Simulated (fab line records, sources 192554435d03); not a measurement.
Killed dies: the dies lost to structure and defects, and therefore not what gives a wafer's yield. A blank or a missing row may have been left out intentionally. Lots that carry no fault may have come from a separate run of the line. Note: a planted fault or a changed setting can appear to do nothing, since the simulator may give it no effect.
fab line records	flow n5_finfet
record: lots: 11	wafers: 30	last_day: 18
route steps=1938 shown BEOL_M13@1711 BEOL_M14@1730 PASSIVATION@1936
lots untouched by any fault: they come from a run of this same line in which no faults occurred
start_h: start of the lot's first displayed wafer, in hours after the record's first day	wait_h: how many hours have passed since the lot's step before this one	" identical to the entry in the row above	L1.1+2: several wafers, shown together as one row	- no value, or no start was given	* or withheld: withheld	< > ~ a bound
route shown NAME@n: NAME is a module with steps in the file, n the number in the route of the first one	usual: mean and standard deviation over wafers with no fault	same: alike in all rows	chamber/n: place in a boat	sites: readings site by site	_std_site: how widely they spread, as a standard deviation	_edge_site: inner sites' mean taken away from outer sites' mean	radius_mm: how far each site lies from the wafer's centre	mask NAME#n: copy n	behind: the tool/chamber that last shaped the wafer	hold: why the lot was held/for how many hours/how that ended	device: which transistor (n, p or np) failed to switch	end of line: at the end of the route, the tests of the same wafers	a step with no rows: only its recipe	killed: dies that structure and defects cost at the first sort, which is not the same as the wafer's yield	map: per-die view of a wafer (x killed, . not killed, _ where there is no die)
set.NAME: the setting that was run; set.NAME@STEP: the one run at that earlier step	model.NAME: the simulator's own value behind a step, which no gauge read
steps of the route over a sample of lots; a table a step, a row a wafer
services: when a tool's chamber went out of use (start_h, in hours from the record's first day, below 0 if earlier), for how many hours, and the reason
== steps ==
step: N5_BEOL_M13_THK_MEAS_50
recipe: thk_meas_gauge: xrf	reads: Cu_of_BEOL_M13_ECD_47
usual: M13_THK: 415/10
lot.wafer	tool	chamber	start_h	wait_h	M13_THK[nm]
L991.1	film_metro-01	-	246.60	-	438
L991.4	"	-	"	"	428
L991.6	"	-	"	"	420
L990.1	film_metro-01	-	259.24	-	415
L990.4	"	-	"	"	423
L993.1	film_metro-01	-	268.76	-	415
L993.3	"	-	"	"	407
L993.4	"	-	"	"	413
L996.4	film_metro-01	-	292.43	-	417
L996.5	"	-	"	"	429
L997.1	film_metro-01	-	295.48	-	423
L997.5	"	-	"	"	435
L101.1	film_metro-02	-	318.55	-	413
L101.3	"	-	"	"	406
L101.5	"	-	"	"	426
L108.2	film_metro-02	-	364.98	-	402
L108.4	"	-	"	"	396
L108.5	"	-	"	"	414
L110.3	film_metro-02	-	371.55	-	405
L110.4	"	-	"	"	412
L110.6	"	-	"	"	410
L109.2	film_metro-02	-	376.65	-	406
L109.4	"	-	"	"	396
L109.6	"	-	"	"	404
L112.4	film_metro-01	-	391.13	-	430
L112.5	"	-	"	"	440
L112.6	"	-	"	"	434
L111.1	film_metro-01	-	395.32	-	419
L111.5	"	-	"	"	422
L111.6	"	-	"	"	408
step: N5_BEOL_M14_ETCH_59
recipe: chemistry: N2/H2	target: BARC	target_depth_a: 890	overetch_a: 267	time_s: 67.9	ion_energy_ev: 200	pressure_mtorr: 30	source_w: 840	bias_w: 150	n2_flow_sccm: 200	h2_flow_sccm: 200
usual: drypump_motor_current_A: 5.7/0.4	oes_product_au: 0.69/0.071	rf_vpp_V: 524.7/2.6	run_length_s: 91.2/0.45	showerhead_plenum_p_Torr: 2.57/0.096	throttle_valve_pct: 17.80/0.24
lot.wafer	tool	chamber	start_h	wait_h	drypump_motor_current_A	oes_product_au	rf_hours_counter_h	rf_vpp_V	run_length_s	showerhead_plenum_p_Torr	throttle_valve_pct
L991.1	rie_diel-03	2	247.90	0.0	5.6	0.64	163	524.3	91.0	2.51	17.73
L991.4	"	3	"	"	6.0	0.69	99	524.4	92.3	2.56	17.70
L991.6	"	0	"	"	5.4	0.80	-	529.0	90.8	2.73	17.73
L990.1	rie_diel-02	0	260.07	0.0	5.1	0.59	249	519.8	90.7	2.40	18.27
L990.4	"	3	"	"	6.4	0.68	109	523.5	91.3	2.58	17.91
L993.1	rie_diel-01	2	269.79	0.0	5.1	0.71	79	522.6	91.5	2.45	17.53
L993.3	"	3	"	"	5.7	0.57	236	526.4	91.7	2.61	18.45
L993.4	"	1	"	"	6.1	0.61	219	523.0	91.2	2.52	17.98
L996.4	rie_diel-03	1	293.39	0.0	6.2	0.74	-	520.8	90.9	2.47	17.38
L996.5	"	2	"	"	5.5	0.62	-	522.7	91.0	2.50	17.76
L997.1	rie_diel-03	3	296.42	0.0	6.0	0.67	115	523.5	92.3	2.55	17.73
L997.5	"	2	"	"	5.6	0.62	-	522.8	91.0	2.50	17.76
L101.1	rie_diel-03	2	319.39	0.0	5.6	0.70	191	524.4	81.1	2.50	17.80
L101.3	"	0	"	"	5.4	0.77	29	528.4	90.8	2.72	17.76
L101.5	"	2	"	"	5.6	0.69	-	524.9	82.0	2.50	17.81
L108.2	rie_diel-02	2	365.79	0.0	5.3	0.68	87	527.6	91.2	2.69	18.09
L108.4	"	0	"	"	5.1	0.75	24	528.3	90.9	2.71	17.80
L108.5	"	3	"	"	6.4	0.66	-	523.9	91.1	2.56	17.94
L110.3	rie_diel-01	0	372.36	0.0	5.8	0.58	248	526.1	91.3	2.62	18.01
L110.4	"	0	"	"	5.8	0.58	-	524.4	90.9	2.62	18.00
L110.6	"	3	"	"	5.8	0.79	-	525.1	91.8	2.60	17.99
L109.2	rie_diel-02	3	377.46	0.0	6.4	0.66	150	522.0	91.1	2.56	17.97
L109.4	"	2	"	"	5.3	0.68	91	527.8	91.5	2.69	18.09
L109.6	"	1	"	"	5.9	0.72	-	526.7	90.8	2.69	17.73
L112.4	rie_diel-03	3	392.10	0.0	6.0	0.66	140	523.6	92.3	2.54	17.78
L112.5	"	0	"	"	5.4	0.73	-	528.3	91.3	2.71	17.83
L112.6	"	1	"	"	6.2	0.69	-	521.3	91.1	2.46	17.44
L111.1	rie_diel-01	3	396.26	0.0	5.7	0.77	28	525.4	91.7	2.59	18.05
L111.5	"	2	"	"	5.2	0.67	-	523.5	91.5	2.43	17.61
L111.6	"	1	"	"	6.1	0.81	-	522.0	91.3	2.51	17.58
step: N5_BEOL_M14_STRIP_63
recipe: chemistry: O2	power_w: 600	temp_c: 60	pressure_mtorr: 30	rf_frequency_hz: 6e+07	bias_power_w: 0	overash_fraction: 0.3	o2_flow_sccm: 225
usual: drypump_motor_current_A: 5.7/0.4	oes_product_au: 0.80/0.091	rf_vpp_V: 3.7/0.88	showerhead_plenum_p_Torr: 2.12/0.065	throttle_valve_pct: 16.62/0.27
lot.wafer	tool	chamber	start_h	wait_h	drypump_motor_current_A	oes_product_au	rf_hours_counter_h	rf_vpp_V	showerhead_plenum_p_Torr	throttle_valve_pct
L991.1	rie_diel-03	2	-	-	5.6	0.71	163	4.2	2.12	16.95
L991.4	"	3	"	"	6.0	0.83	99	3.6	2.15	16.69
L991.6	"	0	"	"	5.4	0.94	-	3.1	2.22	16.38
L990.1	rie_diel-02	0	-	-	5.1	0.69	250	3.0	1.96	16.92
L990.4	"	3	"	"	6.4	0.79	109	4.8	2.10	16.48
L993.1	rie_diel-01	2	-	-	5.1	0.83	79	2.1	2.05	16.56
L993.3	"	3	"	"	5.8	0.67	236	2.9	2.16	17.23
L993.4	"	1	"	"	6.1	0.72	219	3.9	2.08	16.79
L996.4	rie_diel-03	1	-	-	6.2	0.89	-	3.2	2.04	16.10
L996.5	"	2	"	"	5.6	0.71	-	3.2	2.11	16.99
L997.1	rie_diel-03	3	-	-	6.0	0.79	115	4.5	2.14	16.73
L997.5	"	2	"	"	5.6	0.70	-	4.4	2.11	16.99
L101.1	rie_diel-03	2	-	-	5.6	0.70	191	3.0	2.11	16.98
L101.3	"	0	"	"	5.4	0.89	29	3.4	2.21	16.41
L101.5	"	2	"	"	5.6	0.70	-	4.2	2.11	17.00
L108.2	rie_diel-02	2	-	-	5.3	0.79	87	4.7	2.21	16.75
L108.4	"	0	"	"	5.1	0.90	24	3.6	2.22	16.44
L108.5	"	3	"	"	6.4	0.75	-	4.1	2.09	16.56
L110.3	rie_diel-01	0	-	-	5.8	0.65	248	3.9	2.15	16.90
L110.4	"	0	"	"	5.8	0.65	-	4.0	2.15	16.85
L110.6	"	3	"	"	5.8	0.93	-	3.1	2.15	16.71
L109.2	rie_diel-02	3	-	-	6.4	0.75	150	3.3	2.09	16.57
L109.4	"	2	"	"	5.3	0.78	91	3.0	2.20	16.71
L109.6	"	1	"	"	5.9	0.83	-	3.8	2.19	16.39
L112.4	rie_diel-03	3	-	-	5.9	0.77	140	4.8	2.14	16.79
L112.5	"	0	"	"	5.4	0.84	-	2.6	2.21	16.46
L112.6	"	1	"	"	6.2	0.83	-	4.8	2.03	16.16
L111.1	rie_diel-01	3	-	-	5.8	0.92	28	5.3	2.14	16.76
L111.5	"	2	"	"	5.1	0.77	-	3.0	2.03	16.63
L111.6	"	1	"	"	6.1	0.96	-	4.1	2.07	16.40
step: N5_BEOL_M14_CD_MEAS_17
recipe: target_cd_nm: 250	polarity: opening
usual: cd_nm: 249.4/2.6
lot.wafer	tool	chamber	start_h	wait_h	cd_nm
L991.1	cd_sem-03	-	248.30	0.0	253.4
L991.4	"	-	"	"	246.9
L991.6	"	-	"	"	249.8
L990.1	cd_sem-02	-	260.47	0.0	251.5
L990.4	"	-	"	"	250.0
L993.1	cd_sem-02	-	270.22	0.0	247.2
L993.3	"	-	"	"	252.0
L993.4	"	-	"	"	245.6
L996.4	cd_sem-03	-	293.77	0.0	250.4
L996.5	"	-	"	"	245.3
L997.1	cd_sem-01	-	296.82	0.0	247.0
L997.5	"	-	"	"	248.5
L101.1	cd_sem-03	-	319.80	0.0	249.0
L101.3	"	-	"	"	252.2
L101.5	"	-	"	"	250.2
L108.2	cd_sem-01	-	366.19	0.0	249.4
L108.4	"	-	"	"	251.5
L108.5	"	-	"	"	251.8
L110.3	cd_sem-03	-	372.77	0.0	247.3
L110.4	"	-	"	"	250.2
L110.6	"	-	"	"	248.2
L109.2	cd_sem-01	-	377.90	0.0	252.0
L109.4	"	-	"	"	250.2
L109.6	"	-	"	"	249.5
L112.4	cd_sem-02	-	392.51	0.0	253.5
L112.5	"	-	"	"	249.2
L112.6	"	-	"	"	251.6
L111.1	cd_sem-01	-	396.66	0.0	250.0
L111.5	"	-	"	"	252.3
L111.6	"	-	"	"	253.9
step: N5_PASSIVATION_PROBE_49
usual: defect_limited_yield: 91.5/1.5	killed_at_M0_to_M3: 33/9.9	killed_at_M4_up: 14/5.2	killed_at_contacts: 11/5.2	killed_at_front_end: 38/10	killed_at_other: 4/3.5	killed_dies: 100/18	killed_open: 66/14	killed_short: 32/6.9	sort_bin_5_function: 5.0/1	sort_bin_6_memory: 3.1/0.69	sort_n_pass: 1080/18	sort_yield_pct: 91.5/1.5
same: gross_dies: 1180	killed_at_back_side: 0	sort_bin_4_leakage[%]: 0	sort_bin_8_speed[%]: 0
lot.wafer	tool	chamber	start_h	wait_h	defect_limited_yield[%]	killed_at_M0_to_M3	killed_at_M4_up	killed_at_contacts	killed_at_front_end	killed_at_other	killed_dies	killed_open	killed_short	sort_bin_5_function[%]	sort_bin_6_memory[%]	sort_n_pass	sort_yield_pct[%]
L101.3	prober-02	-	347.71	0.1	92.8	24	13	6	40	2	85	50	35	3.7	3.2	1095	92.8
killed by level:class
L101.3 FIN_SAQP:geometric_particle:short=11 FIN_SAQP:geometric_particle:open=8 BEOL_M4:geometric_particle:open=7 BEOL_M0_SAQP:geometric_particle:short=6 GATE_CUT:geometric_particle:short=5 BEOL_M0_SAQP:geometric_particle:open=5 MOL_CONTACT_COAG:geometric_particle:open=4 STI_FIN_REVEAL:geometric_particle:open=3
== services ==
tool	chamber	start_h	hours	kind
rie_diel-01	0	227.96	4.4	repair
rie_diel-02	0	261.01	-	clean
rie_diel-02	0	261.01	-	consumable_replace:focus_ring
rie_diel-02	0	261.01	-	consumable_replace:showerhead
rie_diel-02	0	261.01	24.3	scheduled_down
rie_diel-01	0	265.24	2.7	repair
rie_diel-03	3	269.14	2.9	repair
rie_diel-03	0	276.55	9.1	repair
rie_diel-03	0	288.37	9.7	repair
rie_diel-02	-	297.79	0.4	repair
rie_diel-01	3	310.63	-	clean
rie_diel-01	3	310.63	-	consumable_replace:focus_ring
rie_diel-01	3	310.63	18.1	scheduled_down
rie_diel-01	3	310.63	18.1	vent_cycle
rie_diel-03	3	317.24	16.4	repair
rie_diel-02	0	318.32	7.6	repair
rie_diel-01	1	351.51	-	clean
rie_diel-01	1	351.51	-	consumable_replace:focus_ring
rie_diel-01	1	351.51	29.7	scheduled_down
rie_diel-01	1	351.51	29.7	vent_cycle
rie_diel-01	0	381.19	-	clean
rie_diel-01	0	381.19	-	consumable_replace:focus_ring
rie_diel-01	0	381.19	24.0	scheduled_down
rie_diel-01	0	381.19	24.0	vent_cycle
== key ==
first_sign: step: N5_BEOL_M14_ETCH_59	reading: run_length_s	direction: down	sigmas: 21	usual: *	struck: *
effect none on later readings
met_at N5_BEOL_M14_ETCH_59
struck_lots L101
struck_wafers L101.1,L101.5
not_acting_at N5_BEOL_M13_THK_MEAS_50,N5_BEOL_M14_STRIP_63,N5_BEOL_M14_CD_MEAS_17
onset_between 296.42 319.39
fault: kind: process_parameter_drift	tool: rie_diel-03	chamber: 2	onset_h: 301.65	steps: N5_BEOL_M14_ETCH_59	channel: time_s	offset: *	shape: step	end_h: 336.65	acts_in: *	stated: *
